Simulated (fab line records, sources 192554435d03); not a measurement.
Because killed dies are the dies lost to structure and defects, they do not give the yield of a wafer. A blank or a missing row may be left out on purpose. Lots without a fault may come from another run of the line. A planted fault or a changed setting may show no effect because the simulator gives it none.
fab line records	flow n5-finfet
record: lots: 9	wafers: 27	last-day: 17
route steps=1938 shown BEOL_M0_SAQP@632 BEOL_M0_CUTY@710 BEOL_M4@1111 PASSIVATION@1936
lots that met no fault: taken from a fault-free run of the same line
start-h: hours from the record's first day to the start of the lot's first wafer shown	wait-h: hours from the lot's prior step to this one	" as in the row above	L1.1+2: a row that stands for several wafers	- no value present, or no start provided	* or withheld: withheld	< > ~ a bound
route shown NAME@n: NAME is a module with steps in the file, n the number in the route of the first one	usual: mean and standard deviation over wafers with no fault	same: alike in all rows	chamber/n: place in a boat	sites: the reading at each site	_std_site: standard deviation across them	_edge_site: inner sites' mean taken away from outer sites' mean	radius-mm: for every site, how far away it sits from the centre of the wafer	mask NAME#n: copy n	behind: the last tool/chamber to shape the wafer	hold: the reason the lot was held/the length of the hold in hours/how it ended	device: the n, p or np transistor that did not switch	end of line: the tests these same wafers got at the end of their route	where a step has no rows: the recipe by itself	killed: dies that structure and defects cost at the first sort, which is not the same as the wafer's yield	map: a wafer's dies, marking killed ones x, the rest . and places with no die _
set.NAME: the setting the step ran with; set.NAME@STEP: the setting that earlier step ran with	model.NAME: the simulator's own value behind a step, which no gauge read
route steps across a sampled set of lots; one table per step, one row per wafer
services: a tool's chamber out of use, with start hour (start-h, from the record's first day; less than 0 if before it), hours out, and reason
== steps ==
step: N5_BEOL_M0_SAQP_PECVD_00
recipe: material: SiCN	target-thk-a: 80	temp-c: withheld	precursor: 3MS/NH3	pressure-torr: 3	rf-w: 202	time-s: 14
usual: showerhead-plenum-p-Torr: 3.663/0.01	throttle-valve-pct: 9.4/0.78
lot.wafer	tool	chamber	start-h	wait-h	showerhead-plenum-p-Torr	throttle-valve-pct
L514.1	pecvd-01	2	117.04	0.2	3.641	9.1
L514.3	"	2	"	"	3.649	8.7
L514.4	"	1	"	"	3.668	9.3
L515.1	pecvd-04	2	120.05	0.2	3.683	10.7
L515.4	"	0	"	"	3.664	9.7
L515.6	"	0	"	"	3.670	9.6
L523.1	pecvd-04	2	167.76	0.2	3.679	10.9
L523.2	"	0	"	"	3.653	9.6
L523.3	"	1	"	"	3.651	9.2
L524.1	pecvd-01	1	173.76	0.2	3.652	9.1
L524.3	"	0	"	"	3.678	10.6
L524.4	"	1	"	"	3.667	9.1
L527.1	pecvd-03	0	193.97	0.2	3.656	9.7
L527.3	"	1	"	"	3.650	9.8
L527.4	"	2	"	"	3.682	8.2
L530.1	pecvd-03	2	208.97	0.2	3.679	8.0
L530.4	"	2	"	"	3.676	8.0
L530.6	"	1	"	"	3.663	9.7
L531.1	pecvd-03	2	220.28	0.2	3.665	8.3
L531.4	"	1	"	"	3.654	9.7
L531.5	"	2	"	"	3.678	8.0
L535.1	pecvd-01	2	242.95	0.2	3.640	9.2
L535.4	"	2	"	"	3.649	9.1
L535.5	"	2	"	"	3.644	8.9
L536.2	pecvd-04	1	245.95	0.2	3.662	9.4
L536.3	"	0	"	"	3.666	9.7
L536.4	"	2	"	"	3.681	8.7
step: N5_BEOL_M0_SAQP_PECVD_03
recipe: material: SiCN	target-thk-a: 120	temp-c: withheld	precursor: 3MS/NH3	pressure-torr: 3	rf-w: 202	time-s: 21.1
usual: showerhead-plenum-p-Torr: 3.664/0.011	throttle-valve-pct: 9.5/0.77
lot.wafer	tool	chamber	start-h	wait-h	showerhead-plenum-p-Torr	throttle-valve-pct
L514.1	pecvd-03	0	118.36	0.1	3.665	9.6
L514.3	"	1	"	"	3.672	9.6
L514.4	"	0	"	"	3.658	9.3
L515.1	pecvd-03	0	122.40	0.1	3.676	9.3
L515.4	"	0	"	"	3.657	9.8
L515.6	"	2	"	"	3.679	8.1
L523.1	pecvd-03	2	168.90	0.1	3.672	8.5
L523.2	"	1	"	"	3.667	9.8
L523.3	"	0	"	"	3.663	9.6
L524.1	pecvd-03	1	173.97	0.1	3.665	9.8
L524.3	"	0	"	"	3.663	9.2
L524.4	"	1	"	"	3.666	9.8
L527.1	pecvd-01	1	194.17	0.1	3.659	9.5
L527.3	"	2	"	"	3.650	8.9
L527.4	"	1	"	"	3.659	9.0
L530.1	pecvd-01	1	209.47	0.1	3.663	9.1
L530.4	"	1	"	"	3.670	9.2
L530.6	"	0	"	"	3.676	10.8
L531.1	pecvd-04	1	220.89	0.1	3.647	9.1
L531.4	"	0	"	"	3.667	9.5
L531.5	"	0	"	"	3.664	9.7
L535.1	pecvd-03	1	244.29	0.1	3.667	9.5
L535.4	"	2	"	"	3.666	8.1
L535.5	"	0	"	"	3.665	9.7
L536.2	pecvd-01	2	248.07	0.1	3.643	9.1
L536.3	"	2	"	"	3.656	9.2
L536.4	"	0	"	"	3.670	10.9
step: N5_BEOL_M0_SAQP_PECVD_04
recipe: material: a-Si	target-thk-a: 600	temp-c: 350	precursor: SiH4/He	pressure-torr: 3	rf-w: 100	time-s: 60.2
usual: heater-power-outer-w: 360/42	heater-power-w: 614/60	showerhead-plenum-p-Torr: 5.66/0.036	throttle-valve-pct: 18.9/1.6
lot.wafer	tool	chamber	start-h	wait-h	heater-power-outer-w	heater-power-w	showerhead-plenum-p-Torr	throttle-valve-pct
L514.1	pecvd-03	0	118.48	0.0	353	652	5.66	18.9
L514.3	"	1	"	"	306	519	5.67	19.6
L514.4	"	0	"	"	361	634	5.64	18.9
L515.1	pecvd-03	0	122.51	0.0	377	677	5.65	19.0
L515.4	"	0	"	"	388	679	5.66	19.3
L515.6	"	2	"	"	377	630	5.69	16.1
L523.1	pecvd-03	2	169.01	0.0	353	595	5.70	16.4
L523.2	"	1	"	"	329	563	5.66	19.5
L523.3	"	0	"	"	375	664	5.66	19.0
L524.1	pecvd-03	1	174.08	0.0	343	573	5.66	19.4
L524.3	"	0	"	"	369	667	5.66	18.9
L524.4	"	1	"	"	340	573	5.67	19.5
L527.1	pecvd-01	1	194.28	0.0	350	635	5.68	18.3
L527.3	"	2	"	"	312	572	5.58	18.3
L527.4	"	1	"	"	346	632	5.67	18.5
L530.1	pecvd-01	1	209.58	0.0	362	649	5.67	18.3
L530.4	"	1	"	"	356	641	5.65	18.2
L530.6	"	0	"	"	416	735	5.69	21.6
L531.1	pecvd-04	1	221.07	0.0	351	622	5.61	18.2
L531.4	"	0	"	"	433	672	5.66	19.3
L531.5	"	0	"	"	436	659	5.67	19.6
L535.1	pecvd-03	1	244.40	0.0	282	499	5.66	19.6
L535.4	"	2	"	"	399	657	5.68	16.6
L535.5	"	0	"	"	382	681	5.65	19.2
L536.2	pecvd-01	2	248.24	0.0	298	538	5.59	18.2
L536.3	"	2	"	"	296	537	5.59	18.1
L536.4	"	0	"	"	344	635	5.70	21.7
step: N5_BEOL_M0_SAQP_CD_MEAS_14
recipe: target-cd-nm: 42.5	landing-energy-ev: 500	detector: se-inlens
usual: cd-nm: 42.5/0.41
lot.wafer	tool	chamber	start-h	wait-h	cd-nm
L514.1	cd-sem-01	0	119.05	-	41.3
L514.3	"	0	"	"	41.9
L514.4	"	0	"	"	42.3
L515.1	cd-sem-02	0	123.09	-	42.4
L515.4	"	0	"	"	43.0
L515.6	"	0	"	"	42.7
L523.1	cd-sem-01	0	169.59	-	43.0
L523.2	"	0	"	"	42.6
L523.3	"	0	"	"	43.3
L524.1	cd-sem-01	0	174.66	-	42.6
L524.3	"	0	"	"	42.7
L524.4	"	0	"	"	42.9
L527.1	cd-sem-01	0	194.86	-	42.6
L527.3	"	0	"	"	42.1
L527.4	"	0	"	"	42.2
L530.1	cd-sem-02	0	210.16	-	41.9
L530.4	"	0	"	"	42.9
L530.6	"	0	"	"	42.6
L531.1	cd-sem-01	0	221.68	-	42.2
L531.4	"	0	"	"	43.3
L531.5	"	0	"	"	42.7
L535.1	cd-sem-03	0	245.01	-	42.6
L535.4	"	0	"	"	42.4
L535.5	"	0	"	"	42.4
L536.2	cd-sem-01	0	248.73	-	42.0
L536.3	"	0	"	"	43.0
L536.4	"	0	"	"	42.8
step: N5_BEOL_M0_SAQP_INSPECT_16
recipe: mode: adi	inspect-instrument: brightfield
usual: raw-defect-count: 487/140
lot.wafer	tool	chamber	start-h	wait-h	raw-defect-count
L514.1	defect-inspect-01	-	119.11	0.0	511
L514.3	"	-	"	"	410
L514.4	"	-	"	"	433
L515.1	defect-inspect-02	-	123.14	0.0	514
L515.4	"	-	"	"	655
L515.6	"	-	"	"	412
L523.1	defect-inspect-01	-	169.65	0.0	307
L523.2	"	-	"	"	937
L523.3	"	-	"	"	497
L524.1	defect-inspect-01	-	174.71	0.0	931
L524.3	"	-	"	"	507
L524.4	"	-	"	"	1014
L527.1	defect-inspect-02	-	194.91	0.0	218
L527.3	"	-	"	"	507
L527.4	"	-	"	"	624
L530.1	defect-inspect-01	-	210.22	0.0	451
L530.4	"	-	"	"	483
L530.6	"	-	"	"	204
L531.1	defect-inspect-01	-	221.73	0.0	586
L531.4	"	-	"	"	563
L531.5	"	-	"	"	660
L535.1	defect-inspect-02	-	245.06	0.0	402
L535.4	"	-	"	"	490
L535.5	"	-	"	"	486
L536.2	defect-inspect-02	-	248.78	0.0	400
L536.3	"	-	"	"	629
L536.4	"	-	"	"	351
step: N5_BEOL_M0_SAQP_INSPECT_42
recipe: mode: adi	inspect-instrument: brightfield
usual: raw-defect-count: 294/75
lot.wafer	tool	chamber	start-h	wait-h	raw-defect-count
L514.1	defect-inspect-01	-	123.99	0.1	244
L514.3	"	-	"	"	233
L514.4	"	-	"	"	357
L515.1	defect-inspect-01	-	127.33	0.1	256
L515.4	"	-	"	"	445
L515.6	"	-	"	"	335
L523.1	defect-inspect-01	-	173.60	0.1	335
L523.2	"	-	"	"	813
L523.3	"	-	"	"	420
L524.1	defect-inspect-02	-	178.84	0.1	758
L524.3	"	-	"	"	265
L524.4	"	-	"	"	881
L527.1	defect-inspect-01	-	200.46	0.1	151
L527.3	"	-	"	"	295
L527.4	"	-	"	"	236
L530.1	defect-inspect-02	-	214.21	0.1	269
L530.4	"	-	"	"	257
L530.6	"	-	"	"	191
L531.1	defect-inspect-01	-	225.97	0.1	379
L531.4	"	-	"	"	202
L531.5	"	-	"	"	315
L535.1	defect-inspect-01	-	248.87	0.1	277
L535.4	"	-	"	"	342
L535.5	"	-	"	"	285
L536.2	defect-inspect-01	-	253.86	0.0	215
L536.3	"	-	"	"	188
L536.4	"	-	"	"	212
step: N5_BEOL_M0_CUTY_INSPECT_59
recipe: mode: adi	inspect-instrument: macro
usual: raw-defect-count: 2.2/1.5
lot.wafer	tool	chamber	start-h	wait-h	raw-defect-count
L514.1	defect-inspect-02	-	125.67	0.0	0
L514.3	"	-	"	"	2
L514.4	"	-	"	"	2
L515.1	defect-inspect-02	-	128.72	0.0	0
L515.4	"	-	"	"	1
L515.6	"	-	"	"	2
L523.1	defect-inspect-02	-	175.02	0.0	4
L523.2	"	-	"	"	>300
L523.3	"	-	"	"	5
L524.1	defect-inspect-01	-	180.11	0.0	>300
L524.3	"	-	"	"	1
L524.4	"	-	"	"	>300
L527.1	defect-inspect-01	-	202.05	0.0	1
L527.3	"	-	"	"	1
L527.4	"	-	"	"	3
L530.1	defect-inspect-01	-	215.74	0.0	1
L530.4	"	-	"	"	1
L530.6	"	-	"	"	2
L531.1	defect-inspect-02	-	227.52	0.0	1
L531.4	"	-	"	"	0
L531.5	"	-	"	"	2
L535.1	defect-inspect-01	-	250.49	0.0	2
L535.4	"	-	"	"	5
L535.5	"	-	"	"	3
L536.2	defect-inspect-01	-	255.30	0.0	2
L536.3	"	-	"	"	3
L536.4	"	-	"	"	0
step: N5_BEOL_M4_RC_MEAS_101
usual: DIBL_N: 35.3/1.5	DIBL_P: 35.3/1.9	IOFF_N: 0.145/0.027	IOFF_P: 0.20/0.033	ION_N: 670/12	ION_P: 462/6.8	SS_N: 71.3/0.6	SS_P: 73.1/0.7	VT_N: 251/3.4	VT_P: -251/3.2
lot.wafer	tool	chamber	start-h	wait-h	DIBL_N[mV/V]	DIBL_P[mV/V]	IOFF_N[nA/um]	IOFF_P[nA/um]	ION_N[uA/um]	ION_P[uA/um]	SS_N[mV/dec]	SS_P[mV/dec]	VT_N[mV]	VT_P[mV]
L515.1	prober-02	0	192.03	0.0	33.6	35.7	0.140	0.19	675	461	70.7	74.2	247	-252
L515.4	"	0	"	"	36.0	38.2	0.180	0.24	683	466	71.5	73.6	245	-249
L515.6	"	0	"	"	35.5	37.7	0.182	0.22	686	462	71.5	74.4	246	-248
L514.1	prober-01	0	193.92	0.0	35.0	35.7	0.138	0.18	659	450	71.0	73.1	254	-253
L514.3	"	0	"	"	36.3	38.0	0.166	0.21	680	460	71.8	74.1	249	-251
L514.4	"	0	"	"	36.2	37.4	0.154	0.20	666	455	71.5	73.9	251	-251
L523.1	prober-02	0	241.10	0.0	33.6	32.8	0.111	0.17	659	452	70.7	71.5	256	-253
L523.2	"	0	"	"	33.6	33.8	0.130	0.20	674	474	70.3	72.5	249	-250
L523.3	"	0	"	"	34.0	34.8	0.126	0.20	656	458	71.2	72.3	255	-248
L524.1	prober-01	0	250.96	0.0	34.0	34.9	0.120	0.19	654	458	70.6	72.7	256	-250
L524.3	"	0	"	"	31.6	31.7	0.090	0.15	637	446	70.3	72.0	260	-251
L524.4	"	0	"	"	35.0	35.7	0.139	0.20	672	465	70.4	73.0	252	-249
L527.1	prober-01	0	259.88	0.0	36.2	36.4	0.143	0.19	669	458	71.5	73.0	250	-252
L527.3	"	0	"	"	34.2	35.0	0.112	0.17	657	459	71.6	72.5	255	-251
L527.4	"	0	"	"	35.7	36.0	0.139	0.19	677	465	70.9	73.7	251	-252
L530.1	prober-01	0	291.23	0.0	35.8	35.4	0.139	0.19	667	461	71.4	72.9	256	-252
L530.4	"	0	"	"	34.0	33.6	0.103	0.17	641	449	71.2	73.1	257	-254
L530.6	"	0	"	"	37.7	37.9	0.166	0.23	659	453	71.9	73.5	251	-252
L531.1	prober-02	0	296.26	0.0	35.1	35.6	0.145	0.20	682	466	72.3	73.7	252	-250
L531.4	"	0	"	"	38.0	38.5	0.202	0.26	690	471	73.0	74.0	246	-247
L531.5	"	0	"	"	33.5	33.5	0.112	0.16	657	452	71.0	73.2	257	-255
L535.1	prober-02	0	307.25	0.0	36.9	37.1	0.151	0.21	667	460	71.1	73.5	248	-249
L535.4	"	0	"	"	35.1	34.1	0.120	0.18	663	465	71.8	72.4	254	-250
L535.5	"	0	"	"	37.1	36.7	0.148	0.22	658	456	71.5	73.8	250	-248
L536.2	prober-01	0	311.05	0.2	36.4	36.2	0.156	0.21	663	459	71.5	73.0	250	-249
L536.3	"	0	"	"	35.1	34.7	0.147	0.19	675	458	70.4	72.8	249	-250
L536.4	"	0	"	"	34.8	33.9	0.126	0.17	657	457	70.7	72.9	252	-255
step: N5_PASSIVATION_PROBE_49
usual: defect-limited-yield: 91.2/1.5	killed_at_M0_to_M3: 34/11	killed_at_M4_up: 14/5.4	killed-at-contacts: 12/5.9	killed-at-front-end: 40/12	killed-at-other: 4/3.3	killed-dies: 103/18	killed-on-rim: 14/4.1	killed-open: 68/13	killed-short: 34/7.5	sort_bin_5_function: 5.1/1	sort_bin_6_memory: 3.3/0.7	sort_bin_8_speed: 0.03/0.27	sort-n-pass: 1076/18	sort-yield-pct: 91.2/1.5
same: gross-dies: 1180	killed-at-back-side: 0	sort_bin_4_leakage[%]: 0
lot.wafer	tool	chamber	start-h	wait-h	defect-limited-yield[%]	killed_at_M0_to_M3	killed_at_M4_up	killed-at-contacts	killed-at-front-end	killed-at-other	killed-dies	killed-on-rim	killed-open	killed-short	sort_bin_5_function[%]	sort_bin_6_memory[%]	sort_bin_8_speed[%]	sort-n-pass	sort-yield-pct[%]
L515.1	prober-02	-	292.20	0.0	89.7	26	7	10	73	5	121	13	84	35	6.1	3.7	0	1059	89.7
L515.4	prober-02	-	292.35	0.2	88.1	26	7	14	91	2	140	16	95	44	6.1	5.4	0	1040	88.1
L515.6	prober-02	-	292.45	0.3	85.5	20	12	28	98	13	171	23	101	69	8.4	5.7	0	1009	85.5
L523.1	prober-02	-	347.80	0.0	89.5	55	11	2	43	13	124	21	80	43	6.0	4.0	0	1056	89.5
L523.2	prober-02	-	347.85	0.1	86.3	107	8	9	31	7	162	26	50	25	8.8	3.4	0	1018	86.3
L523.3	prober-02	-	347.90	0.1	91.7	41	14	7	25	11	98	5	62	35	4.2	3.7	0	1082	91.7
L524.1	prober-01	-	356.39	0.0	83.1	130	18	15	31	5	199	24	79	29	10.2	5.3	0	981	83.1
L524.3	prober-01	-	356.49	0.1	91.4	32	18	17	31	4	102	20	69	31	5.2	3.1	3.22	1040	88.1
L524.4	prober-01	-	356.54	0.2	81.6	133	22	12	32	18	217	31	87	42	11.4	4.8	0	963	81.6
L527.1	prober-02	-	357.50	0.0	90.1	34	28	12	42	1	117	14	88	29	6.5	3.1	0	1063	90.1
L527.3	prober-02	-	357.60	0.1	92.1	23	26	8	35	1	93	10	62	29	4.4	2.8	0	1087	92.1
L527.4	prober-02	-	357.65	0.2	91.4	40	17	8	35	1	101	16	72	28	5.0	3.4	0	1079	91.4
L531.1	prober-01	-	398.38	2.1	90.9	39	13	6	47	2	107	12	57	50	5.3	3.3	0	1073	90.9
L531.4	prober-01	-	398.53	2.2	93.0	29	14	6	34	0	83	7	47	36	4.0	2.5	0	1097	93.0
L531.5	prober-01	-	398.58	2.3	93.3	26	5	9	35	4	79	13	43	36	4.2	2.4	0	1101	93.3
killed by level:class
L515.1 FIN_SAQP:geometric-particle:open=18 STI_FIN_REVEAL:geometric-particle:open=16 BEOL_M0_SAQP:geometric-particle:short=14 GATE_CUT:geometric-particle:short=10 MOL_CONTACT_COAG:geometric-particle:open=8 DUMMY_GATE:geometric-particle:open=7 FIN_SAQP:geometric-particle:short=6 BEOL_M2:geometric-particle:open=5
L515.4 STI_FIN_REVEAL:geometric-particle:open=28 FIN_SAQP:geometric-particle:short=18 FIN_SAQP:geometric-particle:open=16 MOL_CONTACT_COAG:geometric-particle:open=10 GATE_CUT:geometric-particle:open=9 GATE_CUT:geometric-particle:short=8 BEOL_M0_SAQP:geometric-particle:open=8 DUMMY_GATE:geometric-particle:open=4
L515.6 MOL_CONTACT_COAG:geometric-particle:open=21 STI_FIN_REVEAL:geometric-particle:open=19 GATE_CUT:geometric-particle:short=18 FIN_SAQP:geometric-particle:short=17 FIN_SAQP:geometric-particle:open=13 BEOL_M2:geometric-particle:open=8 GATE_CUT:geometric-particle:open=7 MOL_CONTACT_COAG:geometric-particle:short=7
L523.1 BEOL_M0_SAQP:geometric-particle:open=18 BEOL_M0_SAQP:geometric-particle:short=14 BEOL_M1:geometric-particle:open=12 STI_FIN_REVEAL:geometric-particle:open=11 FIN_SAQP:geometric-particle:open=10 FIN_SAQP:geometric-particle:short=7 DUMMY_GATE:geometric-particle:open=4 BEOL_M3:geometric-particle:open=4
L523.2 BEOL_M0_SAQP:unspecified=85 MOL_CONTACT_COAG:geometric-particle:open=9 FIN_SAQP:geometric-particle:short=8 STI_FIN_REVEAL:geometric-particle:open=7 DUMMY_GATE:geometric-particle:open=5 BEOL_M0_SAQP:geometric-particle:short=5 BEOL_M0_SAQP:geometric-particle:open=5 BEOL_M2:geometric-particle:open=3
L523.3 BEOL_M0_SAQP:geometric-particle:open=8 BEOL_M3:geometric-particle:open=8 FIN_SAQP:geometric-particle:open=7 FIN_SAQP:geometric-particle:short=6 BEOL_M1:geometric-particle:open=6 BEOL_M2:geometric-particle:open=6 BEOL_M5:geometric-particle:open=6 BEOL_M0_SAQP:geometric-particle:short=5
L524.1 BEOL_M0_SAQP:unspecified=90 MOL_CONTACT_COAG:geometric-particle:open=14 STI_FIN_REVEAL:geometric-particle:open=10 BEOL_M3:geometric-particle:open=9 BEOL_M1:geometric-particle:open=7 BEOL_M2:geometric-particle:open=6 BEOL_M4:geometric-particle:open=6 BEOL_M0_SAQP:geometric-particle:short=5
L524.3 MOL_CONTACT_COAG:geometric-particle:open=12 BEOL_M4:geometric-particle:open=10 DUMMY_GATE:geometric-particle:open=8 BEOL_M0_SAQP:geometric-particle:open=7 BEOL_M3:geometric-particle:open=6 STARTING-WAFER:geometric-particle:short=6 MOL_CONTACT_COAG:geometric-particle:short=5 STI_FIN_REVEAL:geometric-particle:open=5
L524.4 BEOL_M0_SAQP:unspecified=87 BEOL_M0_SAQP:geometric-particle:open=16 BEOL_M0_SAQP:geometric-particle:short=12 MOL_CONTACT_COAG:geometric-particle:open=10 BEOL_M4:geometric-particle:open=10 FIN_SAQP:geometric-particle:open=9 DUMMY_GATE:geometric-particle:open=8 BEOL_M3:geometric-particle:open=8
L527.1 STI_FIN_REVEAL:geometric-particle:open=14 BEOL_M4:geometric-particle:open=13 MOL_CONTACT_COAG:geometric-particle:open=11 BEOL_M1:geometric-particle:open=10 BEOL_M0_SAQP:geometric-particle:open=8 BEOL_M0_SAQP:geometric-particle:short=5 BEOL_M2:geometric-particle:open=5 BEOL_M4:geometric-particle:short=5
L527.3 BEOL_M4:geometric-particle:open=13 STI_FIN_REVEAL:geometric-particle:open=8 MOL_CONTACT_COAG:geometric-particle:open=7 BEOL_M0_SAQP:geometric-particle:short=7 BEOL_M4:geometric-particle:short=7 BEOL_M3:geometric-particle:open=6 FIN_SAQP:geometric-particle:open=4 GATE_CUT:geometric-particle:short=4
L527.4 BEOL_M1:geometric-particle:open=10 STI_FIN_REVEAL:geometric-particle:open=9 BEOL_M2:geometric-particle:open=8 BEOL_M0_SAQP:geometric-particle:open=7 BEOL_M3:geometric-particle:open=7 BEOL_M4:geometric-particle:open=7 BEOL_M0_SAQP:geometric-particle:short=6 ILD0:geometric-particle:open=5
L531.1 BEOL_M0_SAQP:geometric-particle:short=16 FIN_SAQP:geometric-particle:short=14 FIN_SAQP:geometric-particle:open=12 BEOL_M0_SAQP:geometric-particle:open=8 MOL_CONTACT_COAG:geometric-particle:open=6 BEOL_M1:geometric-particle:open=6 DUMMY_GATE:geometric-particle:open=5 BEOL_M4:geometric-particle:open=5
L531.4 FIN_SAQP:geometric-particle:short=15 BEOL_M0_SAQP:geometric-particle:short=12 BEOL_M0_SAQP:geometric-particle:open=8 BEOL_M4:geometric-particle:open=6 FIN_SAQP:geometric-particle:open=5 DUMMY_GATE:geometric-particle:open=5 MOL_CONTACT_COAG:geometric-particle:open=5 BEOL_M1:geometric-particle:open=4
L531.5 FIN_SAQP:geometric-particle:short=10 BEOL_M3:geometric-particle:open=8 MOL_CONTACT_COAG:geometric-particle:open=6 STI_FIN_REVEAL:geometric-particle:open=5 BEOL_M0_SAQP:geometric-particle:open=4 BEOL_M3:geometric-particle:short=4 STI_FIN_REVEAL:geometric-particle:short=3 DUMMY_GATE:geometric-particle:short=3
== services ==
tool	chamber	start-h	hours	kind
pecvd-03	-	94.80	1.2	repair
pecvd-01	0	115.15	5.0	scheduled-down
pecvd-04	1	119.99	2.1	scheduled-down
pecvd-04	-	197.04	6.0	pm
pecvd-03	0	197.26	5.5	scheduled-down
pecvd-04	2	203.04	-	clean
pecvd-04	2	203.04	-	consumable-replace:showerhead
pecvd-04	2	203.04	29.0	scheduled-down
pecvd-04	2	203.04	29.0	vent-cycle
pecvd-03	1	225.62	2.1	scheduled-down
pecvd-04	0	233.72	5.0	scheduled-down
pecvd-01	1	235.83	46.6	repair
== key ==
first-sign: step: N5_BEOL_M0_SAQP_INSPECT_16	reading: raw-defect-count	direction: up	sigmas: 3.5	usual: 487	struck: 961
effect: step: N5_BEOL_M0_SAQP_INSPECT_42	reading: raw-defect-count	direction: up	sigmas: 6.9	usual: 294	struck: 817
effect: step: N5_BEOL_M0_CUTY_INSPECT_59	reading: raw-defect-count	direction: up	sigmas: 99+	usual: 2.2	struck: >300
effect: step: N5_PASSIVATION_PROBE_49	reading: killed_at_M0_to_M3	direction: up	sigmas: 8	usual: 34	struck: 123
more-kills-born-at: N5_BEOL_M0_SAQP_PECVD_04@pecvd-03: 262
met-at N5_BEOL_M0_SAQP_PECVD_04
struck-lots L523,L524
struck-wafers L523.2,L524.1,L524.4
not-acting-at N5_BEOL_M0_SAQP_PECVD_00,N5_BEOL_M0_SAQP_PECVD_03,N5_BEOL_M0_SAQP_CD_MEAS_14
onset-between 118.48 169.01
fault: kind: chamber-particle-source	tool: pecvd-03	chamber: 1	onset-h: 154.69	steps: N5_BEOL_M0_SAQP_PECVD_04	rate-per-visit-cm2: 0.76874	end-h: 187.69
